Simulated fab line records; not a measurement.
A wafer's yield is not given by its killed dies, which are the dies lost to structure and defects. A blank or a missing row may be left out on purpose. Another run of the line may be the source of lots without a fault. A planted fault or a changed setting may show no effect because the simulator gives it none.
Lot-split experiment + flow n5 finfet + 21 wafers read from 7 lots, route of 1938 steps

## THE SPLIT
At N5_MOL_CONTACT_COAG_ETCH_105 (etches SiARC in CF4, target depth 15.6 nm, time 26 s), the setting bias w was moved away from the recipe's 36 W on 5 of the 21 wafers read, by -15.2% to +17.6%. For the rest of the wafers, this setting stayed at what the recipe calls for.

The reading is taken at the split's own step.

## THE READING
rf vpp V, in V, at N5_MOL_CONTACT_COAG_ETCH_105 (etches SiARC in CF4, target depth 15.6 nm, time 26 s). On this fab line, fault-free wafers typically give 184.4 V with a standard deviation of 1.3 V.

| wafer  | tool, chamber at the split | bias w as run, W | against the recipe | rf vpp V, V | against lot-mates on the recipe |
|--------|----------------------------|------------------|--------------------|-------------|---------------------------------|
| L078.1 | rie diel-05, 2             | 36               | recipe             | 186.3       | -                               |
| L078.4 | rie diel-05, 0             | 36               | recipe             | 185.8       | -                               |
| L078.5 | rie diel-05, 2             | 36               | recipe             | 184.3       | -                               |
| L081.2 | rie diel-04, 1             | 36               | recipe             | 184.8       | -                               |
| L081.3 | rie diel-04, 3             | 36               | recipe             | 186.3       | -                               |
| L081.5 | rie diel-04, 1             | 39.45            | +9.6%              | 196.6       | +11.0                           |
| L080.3 | rie diel-06, 0             | 36               | recipe             | 186.5       | -                               |
| L080.4 | rie diel-06, 1             | 30.51            | -15.2%             | 165.5       | -21.0                           |
| L080.6 | rie diel-06, 1             | 30.51            | -15.2%             | 164.0       | -22.5                           |
| L088.1 | rie diel-04, 3             | 36               | recipe             | 185.8       | -                               |
| L088.3 | rie diel-04, 0             | 42.34            | +17.6%             | 204.2       | +18.5                           |
| L088.5 | rie diel-04, 3             | 36               | recipe             | 185.5       | -                               |
| L091.1 | rie diel-06, 1             | 36               | recipe             | 183.6       | -                               |
| L091.2 | rie diel-06, 0             | 36               | recipe             | 185.1       | -                               |
| L091.6 | rie diel-06, 2             | 36               | recipe             | 185.8       | -                               |
| L093.1 | rie diel-06, 0             | 36               | recipe             | 184.8       | -                               |
| L093.2 | rie diel-06, 2             | 36               | recipe             | 185.2       | -                               |
| L093.4 | rie diel-06, 1             | 36               | recipe             | 182.8       | -                               |
| L096.2 | rie diel-04, 0             | 36               | recipe             | 182.6       | -                               |
| L096.5 | rie diel-04, 3             | 40.6             | +12.8%             | 200.1       | +17.4                           |
| L096.6 | rie diel-04, 2             | 36               | recipe             | 182.8       | -                               |

FIT RESULTS
A straight line over all 21 wafers: rf vpp V changes by +1.23 V for each +1% of bias w; r = +0.99; the points scatter about the line by 1.3 V.
The same after taking each lot's own level away (the mean of its wafers on the recipe; 21 wafers): +1.28 V for each +1%; r = +0.99; scatter 1.4 V.
That fit puts the effect of the largest move of bias w on the reading at 23 V.
Measured against the standard deviation above, the lots' own levels, which go from 182.70 to 186.50 V, span 2.9 times it.
So the lot-to-lot level changes the slope little: the two slopes agree.
Check: with one of the wafers moved furthest among these (+17.6%) left out of the fit, the line predicts +24 V for it against its lot-mates. It came out at +18.5 V against them.
Tool readings at the split's step, against how far the setting was moved: rf vpp V r = +0.99.

## OTHER SPLITS ON THESE WAFERS
Other splits were also applied to these wafers ahead of the reading. Each is held against what the fit with the lots' levels taken away leaves over:
| other split on the same wafers  | wafers away from the commonest value | r with rf vpp V (lot level and that fit taken away) |
|---------------------------------|--------------------------------------|-----------------------------------------------------|
| N5_DUMMY_GATE_EXPOSE_12 dose mj | 5                                    | -0.16                                               |
| N5_SD_EPI_N_EPI_21 temp c       | 6                                    | -0.32                                               |
| N5_SDB_ETCH_18 source w         | 6                                    | -0.01                                               |
| N5_SDB_CUT_ETCH_26 icp w        | 7                                    | -0.11                                               |
| N5_HKMG_FIN_COAT_30 spin rpm    | 3                                    | -0.41                                               |

## THE FILE'S OWN FIT
rf vpp V changes by +1.24 V for each +1% of bias w, r = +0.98.
